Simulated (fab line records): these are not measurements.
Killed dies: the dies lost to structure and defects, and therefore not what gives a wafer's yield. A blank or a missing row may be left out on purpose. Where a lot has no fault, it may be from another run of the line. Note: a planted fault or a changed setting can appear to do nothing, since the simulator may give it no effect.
fab line records -- flow nandHarc
record lots=6, wafers=17, lastDay=32
route steps=1302 shown THIN_TSV@1256 END@1302
lots with no fault: from the same line, run without faults
startH: hours from the record's first day to the start of the lot's first wafer shown -- waitH: hours elapsed since this lot's preceding step -- " identical to the entry in the row above -- L1.1+2: a single row standing in for several wafers -- - value missing, or start not given -- * or withheld: withheld -- < > ~ a bound
route shown NAME@n: a module of which the file shows steps, and the number in the route of the first -- usual: mean/standard deviation taken from wafers without a fault -- same: alike in all rows -- chamber/n: place in a boat -- sites: each site's reading -- _std_site: standard deviation of those values -- _edge_site: the outer-site mean with the inner-site mean subtracted -- radiusMm: for every site, how far away it sits from the centre of the wafer -- mask NAME#n: copy n -- behind: the tool/chamber that last shaped the wafer -- hold: cause of the lot's hold/its duration in hours/its outcome -- device: the n, p or np transistor that did not switch -- end of line: tests of these same wafers at the route's end -- a step with no rows: only its recipe -- killed: not the wafer's yield, but the dies lost to structure and defects at the first sort -- map: dies across one wafer; x = killed, . = not, _ = none there
set.NAME: the run value of the setting; set.NAME@STEP: its run value at that earlier step -- model.NAME: the simulator's own value behind a step, which no gauge read
lots at selected steps of the route; one table per step, one row per wafer
services: from which hour (startH, from the record's first day; less than 0 if before it) a tool's chamber was out of use, for how many hours, and why
## steps
# step NHARC_THIN_TSV_EXPOSE_09
# recipe na=0.55, doseMj=30.7, maskId=TSV
# step NHARC_THIN_TSV_PEB_10
# recipe pebTempC=118, pebTimeS=85
# step NHARC_THIN_TSV_DEVELOP_11
# recipe timeS=70
# step NHARC_THIN_TSV_CD_MEAS_12
# recipe targetCdNm=1000, landingEnergyEv=500
# usual cdNm=1000.2/2
lot.wafer,tool,chamber,startH,waitH,cdNm
L948.4,cdSem-02,0,544.05,-,1000.3
L948.5,cdSem-02,0,544.05,-,998.6
L948.6,cdSem-02,0,544.05,-,999.9
L947.2,cdSem-03,0,564.24,-,1000.3
L947.5,cdSem-03,0,564.24,-,999.6
L947.6,cdSem-03,0,564.24,-,1003.0
L952.1,cdSem-01,0,583.85,-,999.3
L952.4,cdSem-01,0,583.85,-,997.8
L952.6,cdSem-01,0,583.85,-,999.9
L966.2,cdSem-02,0,755.73,-,999.7
L966.6,cdSem-02,0,755.73,-,1004.5
L968.1,cdSem-01,0,756.92,-,1001.3
L968.4,cdSem-01,0,756.92,-,999.6
L968.5,cdSem-01,0,756.92,-,997.5
L970.1,cdSem-01,0,758.12,-,1001.9
L970.2,cdSem-01,0,758.12,-,1000.7
L970.5,cdSem-01,0,758.12,-,1001.2
# step NHARC_THIN_TSV_HARDBAKE_13
# recipe tempC=125, timeS=80
# step NHARC_THIN_TSV_DESCUM_14
# recipe timeS=3, o2FlowSccm=200, arFlowSccm=0, biasPowerW=0, chemistry=O2
# step NHARC_THIN_TSV_ETCH_44
# recipe targetDepthA=15942, timeS=797.1, cf4FlowSccm=150, o2FlowSccm=10, arFlowSccm=0, rfW=300, biasW=800, chemistry=CF4/O2
# usual chamberPressureMTorr=30.004/0.028, drypumpMotorCurrentA=5.7/0.38, oesProductAu=1.004/0.0088, rfFwdPowerW=299.6/0.91, rfVppV=794/5.1, showerheadPlenumPTorr=1.83/0.083, throttleValvePct=16.915/0.0092
lot.wafer,tool,chamber,startH,waitH,chamberPressureMTorr,drypumpMotorCurrentA,oesProductAu,rfFwdPowerW,rfHoursCounterH,rfVppV,showerheadPlenumPTorr,throttleValvePct
L948.4,rieDiel-12,2,544.46,0.2,29.964,5.3,1.010,299.9,3,788,1.72,16.922
L948.5,rieDiel-12,3,544.46,0.2,29.953,5.7,0.990,300.6,-,802,1.93,16.908
L948.6,rieDiel-12,0,544.46,0.2,29.960,5.9,1.006,300.9,-,790,1.76,16.921
L947.2,rieDiel-09,2,564.66,0.2,30.046,6.2,1.008,297.5,3,799,1.92,16.917
L947.5,rieDiel-09,3,564.66,0.2,30.049,5.9,1.017,301.7,-,798,1.93,16.917
L947.6,rieDiel-09,0,564.66,0.2,30.041,6.4,1.000,299.9,-,796,1.88,16.899
L952.1,rieDiel-12,2,584.15,0.1,29.968,5.3,1.018,299.0,6,788,1.72,16.910
L952.4,rieDiel-12,3,584.15,0.1,29.999,5.7,0.996,298.4,7,800,1.93,16.915
L952.6,rieDiel-12,1,584.15,0.1,30.000,5.4,1.005,298.4,-,802,1.95,16.910
L966.2,rieDiel-13,0,755.97,0.1,30.031,6.0,1.004,298.0,3,785,1.71,16.924
L966.6,rieDiel-13,1,755.97,0.1,29.982,6.0,1.003,299.9,-,797,1.87,16.906
L968.1,rieDiel-13,0,757.22,0.1,30.043,6.0,0.982,299.4,3,787,1.71,16.907
L968.4,rieDiel-13,2,757.22,0.1,30.037,5.1,1.007,298.4,3,798,1.87,16.932
L968.5,rieDiel-13,0,757.22,0.1,29.984,6.0,0.981,298.2,-,787,1.71,16.913
L970.1,rieDiel-13,3,758.37,0.1,29.950,5.9,0.992,300.9,4,791,1.80,16.909
L970.2,rieDiel-13,1,758.37,0.1,29.973,6.0,1.005,299.4,3,796,1.87,16.930
L970.5,rieDiel-13,0,758.37,0.1,29.977,6.0,0.993,300.0,-,787,1.71,16.918
# step NHARC_THIN_TSV_ETCH_15
# recipe targetDepthA=30000, boschTargetOveretchCycles=2, boschEtchStepS=2.8, boschDepStepS=1.2, boschCycles=14
# usual drypumpMotorCurrentA=5.5/0.47
lot.wafer,tool,chamber,startH,waitH,drypumpMotorCurrentA,rfHoursCounterH
L948.6,rieSi-02,3,544.91,-,4.9,-
L948.5,rieSi-02,0,544.91,-,5.3,-
L948.4,rieSi-02,1,544.91,-,5.7,-
L947.2,rieSi-06,0,565.08,-,6.0,0.93
L947.5,rieSi-06,2,565.08,-,5.2,-
L947.6,rieSi-06,3,565.08,-,4.8,-
L952.4,rieSi-02,2,584.69,-,5.5,0.48
L952.1,rieSi-02,3,584.69,-,4.9,0.71
L952.6,rieSi-02,1,584.69,-,5.8,-
L966.2,rieSi-05,2,756.57,-,6.1,0.56
L966.6,rieSi-05,3,756.57,-,6.5,-
L968.4,rieSi-05,0,757.76,-,5.9,0.59
L968.1,rieSi-05,1,757.76,-,5.5,0.64
L968.5,rieSi-05,3,757.76,-,6.5,-
L970.1,rieSi-02,1,758.94,-,5.7,0.57
L970.2,rieSi-02,3,758.94,-,4.9,0.80
L970.5,rieSi-02,1,758.94,-,5.7,-
# step NHARC_THIN_TSV_CD_MEAS_16
# usual cdNm=1000.1/2.1
lot.wafer,tool,chamber,startH,waitH,cdNm
L948.4,cdSem-01,-,545.03,0.1,999.6
L948.5,cdSem-01,-,545.03,0.1,997.7
L948.6,cdSem-01,-,545.03,0.1,999.7
L947.2,cdSem-01,-,565.20,0.1,999.8
L947.5,cdSem-01,-,565.20,0.1,999.5
L947.6,cdSem-01,-,565.20,0.1,1002.8
L952.1,cdSem-02,-,584.80,0.1,999.3
L952.4,cdSem-02,-,584.80,0.1,997.5
L952.6,cdSem-02,-,584.80,0.1,1000.3
L966.2,cdSem-02,-,756.68,0.1,1000.2
L966.6,cdSem-02,-,756.68,0.1,1004.2
L968.1,cdSem-01,-,757.87,0.1,1000.1
L968.4,cdSem-01,-,757.87,0.1,998.9
L968.5,cdSem-01,-,757.87,0.1,996.7
L970.1,cdSem-01,-,759.08,0.1,1001.2
L970.2,cdSem-01,-,759.08,0.1,1001.5
L970.5,cdSem-01,-,759.08,0.1,999.5
# step NHARC_THIN_TSV_STRIP_45
# recipe powerW=1500, tempC=250, chemistry=O2
# usual drypumpMotorCurrentA=5.7/0.8, heaterPowerW=352/21
lot.wafer,tool,chamber,startH,waitH,drypumpMotorCurrentA,heaterPowerW,rfHoursCounterH
L948.4,plasmaAsher-01,1,545.19,0.2,6.3,380,-
L948.5,plasmaAsher-01,1,545.19,0.2,6.3,367,-
L948.6,plasmaAsher-01,0,545.19,0.2,5.4,358,-
L947.2,plasmaAsher-02,1,565.41,0.2,6.6,320,25
L947.6,plasmaAsher-02,0,565.41,0.2,4.7,351,-
L947.5,plasmaAsher-02,1,565.41,0.2,6.6,321,-
L952.1,plasmaAsher-02,0,584.93,0.1,4.7,360,30
L952.4,plasmaAsher-02,0,584.93,0.1,4.7,363,-
L952.6,plasmaAsher-02,1,584.93,0.1,6.6,322,-
L966.2,plasmaAsher-02,0,756.80,0.1,4.7,346,30
L966.6,plasmaAsher-02,0,756.80,0.1,4.7,340,-
L968.1,plasmaAsher-02,0,758.00,0.1,4.7,339,31
L968.4,plasmaAsher-02,0,758.00,0.1,4.7,343,-
L968.5,plasmaAsher-02,0,758.00,0.1,4.7,340,-
L970.1,plasmaAsher-02,1,759.15,0.1,6.6,332,31
L970.2,plasmaAsher-02,0,759.15,0.1,4.7,342,31
L970.5,plasmaAsher-02,1,759.15,0.1,6.6,333,-
# step NHARC_THIN_TSV_STRIP_46
# recipe timeS=1200, tempC=72.5, chemistry=postEtchResidueRemover
# step NHARC_THIN_TSV_DEP_47
# recipe targetThkA=2000, tempC=withheld, pressureTorr=6.5, rfW=900, teosFlowSccm=161.4, flowSccm=2650, targetThkNm=200, gas=O2, material=SiO2
# usual rfFwdPowerW=898.4/2.9, throttleValvePct=15.8/0.34
lot.wafer,tool,chamber,startH,waitH,rfFwdPowerW,throttleValvePct
L948.4,pecvd-01,2,546.03,-,896.8,16.1
L948.6,pecvd-01,0,546.03,-,897.7,15.3
L948.5,pecvd-01,1,546.03,-,900.9,15.5
L947.2,pecvd-01,1,566.20,-,899.0,15.6
L947.5,pecvd-01,1,566.20,-,901.2,15.6
L947.6,pecvd-01,2,566.20,-,896.5,15.8
L952.1,pecvd-01,0,585.73,-,896.3,15.1
L952.4,pecvd-01,2,585.73,-,896.4,15.9
L952.6,pecvd-01,0,585.73,-,896.8,15.2
L966.2,pecvd-03,1,757.55,-,899.7,15.8
L966.6,pecvd-03,0,757.55,-,896.2,15.8
L968.1,pecvd-03,2,758.79,-,898.9,15.3
L968.4,pecvd-03,1,758.79,-,900.7,16.1
L968.5,pecvd-03,0,758.79,-,897.6,15.7
L970.2,pecvd-01,1,759.95,-,900.4,15.5
L970.1,pecvd-01,0,759.95,-,894.1,15.8
L970.5,pecvd-01,0,759.95,-,895.1,15.4
# step NHARC_THIN_TSV_ETCHBACK_48
# recipe targetDepthA=10285, overEtchFrac=0.3, timeS=405.17, ionEnergyEv=250, c4f8FlowSccm=withheld, arFlowSccm=withheld, rfW=600, biasW=300, chemistry=C4F8/Ar
# usual chamberPressureMTorr=25.001/0.021, oesProductAu=0.939/0.024, overEtchFrac=0.3/0, rfFwdPowerW=599.1/1.8, rfVppV=548/3.6
lot.wafer,tool,chamber,startH,waitH,chamberPressureMTorr,oesProductAu,overEtchFrac,rfFwdPowerW,rfHoursCounterH,rfVppV
L948.4,rieDiel-09,1,546.30,-,25.023,0.919,0.3,596.7,2.4,549
L948.5,rieDiel-09,1,546.30,-,24.994,0.912,0.3,597.8,-,549
L948.6,rieDiel-09,2,546.30,-,24.992,0.925,0.3,596.9,-,551
L947.2,rieDiel-13,0,566.64,-,25.009,0.933,0.3,601.9,2.3,540
L947.6,rieDiel-13,2,566.64,-,24.984,0.926,0.3,598.1,-,547
L947.5,rieDiel-13,3,566.64,-,25.021,0.930,0.3,600.4,-,547
L952.1,rieDiel-12,0,586.12,-,25.046,0.923,0.3,598.0,8.9,542
L952.4,rieDiel-12,1,586.12,-,24.977,0.912,0.3,602.3,8.8,551
L952.6,rieDiel-12,0,586.12,-,25.007,0.932,0.3,598.7,-,544
L966.2,rieDiel-12,0,758.02,-,25.018,0.931,0.3,602.9,4.9,543
L966.6,rieDiel-12,2,758.02,-,25.005,0.934,0.18658,600.8,-,543
L968.1,rieDiel-12,2,759.14,-,24.994,0.948,0.3,599.7,5.3,543
L968.4,rieDiel-12,3,759.14,-,24.987,0.921,0.3,598.8,5.3,551
L968.5,rieDiel-12,2,759.14,-,25.022,0.943,0.18658,599.1,-,542
L970.2,rieDiel-13,2,760.35,-,25.026,0.930,0.3,597.9,3.1,548
L970.1,rieDiel-13,0,760.35,-,25.002,0.916,0.3,600.1,4.3,540
L970.5,rieDiel-13,3,760.35,-,25.024,0.924,0.3,600.3,-,545
# step NHARC_THIN_TSV_STRIP_62
# recipe powerW=1500, tempC=250, timeS=20, chemistry=N2/H2
# usual drypumpMotorCurrentA=5.8/0.75, heaterPowerW=357/21
lot.wafer,tool,chamber,startH,waitH,drypumpMotorCurrentA,heaterPowerW,rfHoursCounterH
L948.4,plasmaAsher-02,1,546.70,-,6.6,326,-
L948.5,plasmaAsher-02,1,546.70,-,6.6,331,-
L948.6,plasmaAsher-02,0,546.70,-,4.7,362,-
L947.2,plasmaAsher-02,1,566.94,-,6.6,327,25
L947.5,plasmaAsher-02,0,566.94,-,4.7,349,-
L947.6,plasmaAsher-02,1,566.94,-,6.6,329,-
L952.1,plasmaAsher-02,1,586.46,-,6.6,319,30
L952.4,plasmaAsher-02,1,586.46,-,6.6,322,-
L952.6,plasmaAsher-02,0,586.46,-,4.7,350,-
L966.2,plasmaAsher-01,1,758.33,-,6.3,373,9
L966.6,plasmaAsher-01,1,758.33,-,6.3,380,-
L968.1,plasmaAsher-01,0,759.53,-,5.4,364,10
L968.4,plasmaAsher-01,1,759.53,-,6.4,392,-
L968.5,plasmaAsher-01,0,759.53,-,5.4,371,-
L970.1,plasmaAsher-02,1,760.71,-,6.6,322,31
L970.2,plasmaAsher-02,0,760.71,-,4.7,344,31
L970.5,plasmaAsher-02,1,760.71,-,6.6,324,-
# step NHARC_END_SORT_01
# recipe tempC=25
# usual defectLimitedYield=90/3.1, killedAtArray=62/20, killedAtOther=0.8/1.1, killedAtPeriphery=3.5/2.4, killedDies=66/21, killedOpen=3.5/1.9, killedShort=2.5/1.7
# same grossDies=677
lot.wafer,tool,chamber,startH,waitH,defectLimitedYield[%],killedAtArray,killedAtOther,killedAtPeriphery,killedDies,killedOpen,killedShort
L948.4,prober-01,0,564.63,3.4,87,78,0,7,85,2,3
L948.5,prober-01,0,565.42,3.7,88,80,0,2,82,4,0
L948.6,prober-01,0,566.21,3.9,88,80,0,4,84,3,0
# killed by level:class
L948.4 A_CHANNEL_HOLE_D2:chamberFilmFlake=33 A_CHANNEL_HOLE_D1:chamberFilmFlake=32 A_CONTACT:chamberFilmFlake=7 P_GATE:geometricParticle:open=2 P_GATE:chamberFilmFlake=2 P_M0:chamberFilmFlake=2 A_ONON_D1:geometricParticle:short=1 A_ONON_D2:geometricParticle:short=1
L948.5 A_CHANNEL_HOLE_D1:chamberFilmFlake=38 A_CHANNEL_HOLE_D2:chamberFilmFlake=32 A_STAIRCASE:chamberFilmFlake=2 A_CHANNEL_FILL_D2:chamberFilmFlake=2 A_CONTACT:chamberFilmFlake=2 P_GATE:geometricParticle:open=1 A_DECK1_JOINT:geometricParticle:open=1 A_SGD_CUT:geometricParticle:open=1
L948.6 A_CHANNEL_HOLE_D2:chamberFilmFlake=37 A_CHANNEL_HOLE_D1:chamberFilmFlake=30 P_M0:chamberFilmFlake=3 A_CONTACT:chamberFilmFlake=3 A_SGD_CUT:geometricParticle:open=2 A_DECK1_JOINT:chamberFilmFlake=2 A_CHANNEL_FILL_D2:chamberFilmFlake=2 A_STAIRCASE:chamberFilmFlake=2
## services
tool,chamber,startH,hours,kind
rieDiel-13,1,524.91,8.3,repair
rieSi-02,2,529.87,24.2,repair
rieDiel-12,2,546.05,4.6,repair
rieDiel-12,-,566.82,0.9,repair
rieDiel-13,3,578.80,7.1,repair
plasmaAsher-01,-,592.50,3.8,repair
plasmaAsher-02,-,608.57,9.0,pm
rieDiel-12,3,614.54,14.1,repair
rieDiel-12,-,622.41,9.0,pm
rieSi-02,-,631.00,9.0,pm
plasmaAsher-02,-,632.16,0.7,repair
rieDiel-12,1,648.93,7.2,repair
pecvd-01,-,673.03,13.0,pm
rieDiel-09,-,674.18,9.0,pm
rieDiel-09,2,694.48,4.7,repair
rieSi-02,1,694.94,10.2,repair
rieDiel-13,-,696.06,9.0,pm
plasmaAsher-01,-,696.43,9.0,pm
rieDiel-09,-,703.67,0.4,repair
plasmaAsher-01,-,721.27,0.7,repair
pecvd-01,-,729.44,0.9,repair
rieDiel-13,-,742.04,1.7,repair
rieSi-02,1,749.96,3.0,repair
rieDiel-12,1,753.54,2.9,repair
## key
firstSign step=NHARC_THIN_TSV_ETCHBACK_48, reading=overEtchFrac, direction=down, sigmas=99+, usual=0.3, struck=0.18658
effect none on later readings
metAt NHARC_THIN_TSV_ETCHBACK_48
struckWafers L966.6,L968.5
sortLeftOut L966.6
onsetBetween 586.12 758.02
fault kind=processParameterDrift, tool=rieDiel-12, chamber=-, onsetH=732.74, steps=NHARC_THIN_TSV_ETCHBACK_48, channel=overEtchFrac, offset=-0.11342, shape=step, endH=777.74, scope=struckWafersOnly, actsIn=theseRecipesOnly, stated=0.3
# sortLeftOut: the simulated sort isn't trusted on such a fault, so these wafers' sort isn't shown, and their yield isn't known
